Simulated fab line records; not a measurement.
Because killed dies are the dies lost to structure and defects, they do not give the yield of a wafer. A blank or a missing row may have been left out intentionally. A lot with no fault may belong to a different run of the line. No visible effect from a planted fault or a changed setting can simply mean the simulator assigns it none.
Which tool was responsible?    flow n5 finfet    10 lots with 28 wafers sampled at 6 steps, on a route of 1938 steps

WHAT EACH GAUGE READ, for each wafer
N5_PMOS_HMC_CHANNEL_EPI_INSPECT_30: inspects for defects (darkfield). Usual: 20 for raw defect count, sd 7.
lot   measured     on                 raw defect count  flag
L115  day 2 21:48  defect inspect-02  18 17 15          
L116  day 3 02:19  defect inspect-02  11 19 16          
L117  day 3 09:01  defect inspect-01  16 12 19          
L118  day 3 20:49  defect inspect-02  18 21 18          
L120  day 4 02:41  defect inspect-02  20 49 18          
L122  day 4 14:30  defect inspect-02  10 17 19          
L128  day 6 02:22  defect inspect-01  16 30             
L129  day 6 08:12  defect inspect-01  20 19             
L133  day 7 08:15  defect inspect-01  19 12 17          
L134  day 7 16:31  defect inspect-01  12 17 17          

N5_FIN_SAQP_CD_MEAS_16 targets a cd of 35.6 nm. Usual: 35.5 nm for cd nm, sd 0.35.
lot   measured     on         cd nm (nm)      flag
L115  day 2 23:09  cd sem-02  35.5 35.5 35.4  
L116  day 3 03:31  cd sem-03  35.5 35.0 35.1  
L117  day 3 10:20  cd sem-03  35.8 35.4 35.9  
L118  day 3 22:37  cd sem-02  34.8 35.1 35.2  
L120  day 4 03:59  cd sem-01  36.2 36.2 36.0  
L122  day 4 15:52  cd sem-02  35.9 36.0 35.4  
L128  day 6 03:38  cd sem-01  31.2 35.8       OFF
L129  day 6 09:28  cd sem-01  30.6 31.4       OFF
L133  day 7 09:31  cd sem-03  35.6 35.5 35.2  
L134  day 7 17:50  cd sem-01  35.6 36.1 35.1  

N5_FIN_SAQP_OVL_MEAS_17. Usual: FIN_CORE_OVL gives -0.4 nm (standard deviation 0.71).
lot   measured     on          FIN_CORE_OVL (nm)  flag
L115  day 2 23:11  overlay-02  -0.9 -0.5 -0.8     
L116  day 3 03:33  overlay-01  0.2 -0.5 -1.1      
L117  day 3 10:23  overlay-01  1.1 -0.3 -0.1      
L118  day 3 22:40  overlay-02  -0.7 -0.4 -0.1     
L120  day 4 04:01  overlay-02  0.0 0.2 -0.3       
L122  day 4 15:53  overlay-01  -0.7 -1.6 -0.8     
L128  day 6 03:41  overlay-02  0.0 0.1            
L129  day 6 09:31  overlay-02  -1.5 -1.0          
L133  day 7 09:33  overlay-02  -1.3 0.0 -1.3      
L134  day 7 17:52  overlay-01  -1.3 -0.4 0.6      

N5_BEOL_M4_RC_MEAS_101. Usual: DIBL_N 35.4 mV/V, standard deviation 2.1; DIBL_P 34.8 mV/V, standard deviation 2.6; IOFF_N 0.15 nA/um, standard deviation 0.037; IOFF_P 0.19 nA/um, standard deviation 0.037; ION_N 677 uA/um, standard deviation 16; ION_P 462 uA/um, standard deviation 9.3; SS_N 71.4 mV/dec, standard deviation 0.75; SS_P 72.9 mV/dec, standard deviation 0.77; VT_N 250 mV, standard deviation 3.7; VT_P -251 mV, standard deviation 3.5.
lot   measured      on         DIBL_N (mV/V)   DIBL_P (mV/V)   IOFF_N (nA/um)  IOFF_P (nA/um)  ION_N (uA/um)  ION_P (uA/um)  SS_N (mV/dec)   SS_P (mV/dec)   VT_N (mV)    VT_P (mV)       flag
L115  day 9 08:56   prober-02  39.0 32.9 37.2  37.7 31.1 35.9  0.24 0.12 0.20  0.23 0.15 0.21  679 672 688    456 463 465    72.0 70.8 72.7  74.2 72.4 73.9  245 255 245  -248 -252 -248  
L116  day 9 12:27   prober-02  35.6 33.2 32.8  35.9 32.4 32.0  0.15 0.11 0.11  0.20 0.14 0.15  677 669 647    461 459 454    71.1 70.3 71.4  73.5 71.7 72.9  253 255 253  -249 -254 -253  
L117  day 9 10:58   prober-01  34.8 37.2 34.0  33.8 36.0 32.3  0.13 0.16 0.12  0.16 0.18 0.13  664 678 660    456 457 448    71.1 71.7 70.9  73.1 73.2 71.5  251 248 255  -257 -253 -257  
L118  day 10 10:59  prober-01  35.8 36.6 36.7  35.1 34.8 35.7  0.16 0.16 0.16  0.19 0.19 0.20  697 688 690    474 464 471    71.5 71.2 71.1  72.5 73.1 72.8  246 247 247  -249 -251 -250  
L120  day 10 14:34  prober-01  34.5 36.8 36.8  34.6 37.8 36.9  0.13 0.15 0.16  0.17 0.20 0.19  684 669 668    464 453 457    71.4 71.6 71.8  72.2 73.7 73.4  252 251 249  -252 -255 -253  
L122  day 11 11:31  prober-02  34.3 39.5 32.7  34.2 41.3 31.6  0.13 0.25 0.11  0.17 0.31 0.14  660 712 669    454 480 457    71.3 72.6 70.9  71.9 74.3 72.1  251 242 253  -253 -243 -254  
L128  day 12 05:58  prober-01  33.1 32.3       32.2 31.9       0.11 0.11       0.15 0.15       662 682        448 472        69.8 70.4       71.9 73.0       252 253      -255 -253       
L129  day 12 19:35  prober-01  34.0 33.2       34.2 32.4       0.12 0.11       0.17 0.15       682 670        463 451        71.2 70.2       73.4 72.3       255 255      -253 -254       
L133  day 14 15:19  prober-01  35.5 32.7 35.4  35.0 31.9 36.6  0.15 0.11 0.16  0.23 0.18 0.25  676 672 688    468 472 474    71.7 70.3 71.5  73.1 71.7 72.9  254 254 249  -243 -247 -244  
L134  day 14 14:02  prober-02  38.0 36.1 36.0  40.0 37.1 36.9  0.22 0.18 0.17  0.26 0.23 0.21  710 701 689    477 476 467    72.6 71.7 71.4  73.7 73.3 73.6  242 247 246  -247 -250 -250  

EACH LOT AND THE TOOL THAT RAN IT (in order: tool; ch and the chambers of the sampled wafers; start)
lot   N5_FIN_SAQP_PECVD_47            N5_FIN_SAQP_EXPOSE_13
L115  pecvd-03 ch 0,1, day 2 22:28    arfi scanner-02 ch 0, day 2 23:02
L116  pecvd-03 ch 0,1,2, day 3 02:59  arfi scanner-02 ch 0, day 3 03:23
L117  pecvd-03 ch 0,2, day 3 09:41    arfi scanner-01 ch 0, day 3 10:13
L118  pecvd-04 ch 1,2, day 3 21:56    arfi scanner-02 ch 0, day 3 22:30
L120  pecvd-03 ch 0,2, day 4 03:23    arfi scanner-02 ch 0, day 4 03:52
L122  pecvd-03 ch 0,1,2, day 4 15:10  arfi scanner-02 ch 0, day 4 15:44
L128  pecvd-03 ch 1,2, day 6 03:07    arfi scanner-02 ch 0, day 6 03:31
L129  pecvd-03 ch 0,2, day 6 08:53    arfi scanner-02 ch 0, day 6 09:21
L133  pecvd-03 ch 0,1,2, day 7 08:59  arfi scanner-03 ch 0, day 7 09:23
L134  pecvd-02 ch 1,2, day 7 17:11    arfi scanner-01 ch 0, day 7 17:42
- N5_FIN_SAQP_PECVD_47: deposits a-Si from SiH4/He, target thk 45 nm, time 36.3 s.
- N5_FIN_SAQP_EXPOSE_13: exposes mask FIN CORE, target cd 35.6 nm.

WHAT THE TOOLS THEMSELVES READ (means of the sampled wafers that have a number; where no wafer has one, the mark that the record gives instead)
N5_FIN_SAQP_PECVD_47. Usual: heater power w 889 W, standard deviation 100; showerhead plenum p Torr 5.66 Torr, standard deviation 0.067; throttle valve pct 17.7 %, standard deviation 0.88.
lot   tool      heater power w (W)  showerhead plenum p Torr (Torr)  throttle valve pct (%)  flag
L115  pecvd-03  951                 5.58                             18.3                    
L116  pecvd-03  910                 5.64                             17.9                    
L117  pecvd-03  1004                5.69                             17.3                    
L118  pecvd-04  824                 5.70                             17.1                    
L120  pecvd-03  1013                5.69                             17.5                    
L122  pecvd-03  918                 5.64                             17.8                    
L128  pecvd-03  808                 5.65                             17.6                    
L129  pecvd-03  1006                5.67                             17.7                    
L133  pecvd-03  987                 5.63                             18.0                    
L134  pecvd-02  759                 5.72                             18.3                    

N5_FIN_SAQP_EXPOSE_13. Usual: 22.98 C for reticle temp C, sd 0.11.
lot   tool             reticle temp C (C)  flag
L115  arfi scanner-02  23.21               
L116  arfi scanner-02  22.98               
L117  arfi scanner-01  22.90               
L118  arfi scanner-02  22.96               
L120  arfi scanner-02  23.01               
L122  arfi scanner-02  23.04               
L128  arfi scanner-02  23.04               
L129  arfi scanner-02  22.90               
L133  arfi scanner-03  22.92               
L134  arfi scanner-01  22.92               

THE ANSWER, worked out from the rows above alone
Rule: take the mean of a lot's wafers that have a number; if it is more than 3 standard deviations from the usual mean, the lot is off. Also off: a lot with no number at a reading for which 4 or more lots have one. The other lots that the step has rows for count as sound. First the gauges in route order, then the tools' own readings, where a lot's mean is used as printed above. The first step at which some lot is off is used, and at that step the reading that is off furthest; a lot without a number counts as furthest.
Off, at N5_FIN_SAQP_CD_MEAS_16 on cd nm: L128, L129.
If a tool, at a process step before that reading, ran all the lots that are off and no sound lot after the first of them, it fits. Those tools and the gauges at N5_FIN_SAQP_CD_MEAS_16 are tried in the same way. One fits: N5_FIN_SAQP_EXPOSE_13 on arfi scanner-02. A fault onset in the window from L122 (day 4 15:44, its last sound lot) to L128 (day 6 03:31, its first lot off) fits.

WHAT HAD BEEN PUT IN BY THE SIMULATOR
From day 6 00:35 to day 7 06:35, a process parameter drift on arfi scanner-02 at N5_FIN_SAQP_EXPOSE_13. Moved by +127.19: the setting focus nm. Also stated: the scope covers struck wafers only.
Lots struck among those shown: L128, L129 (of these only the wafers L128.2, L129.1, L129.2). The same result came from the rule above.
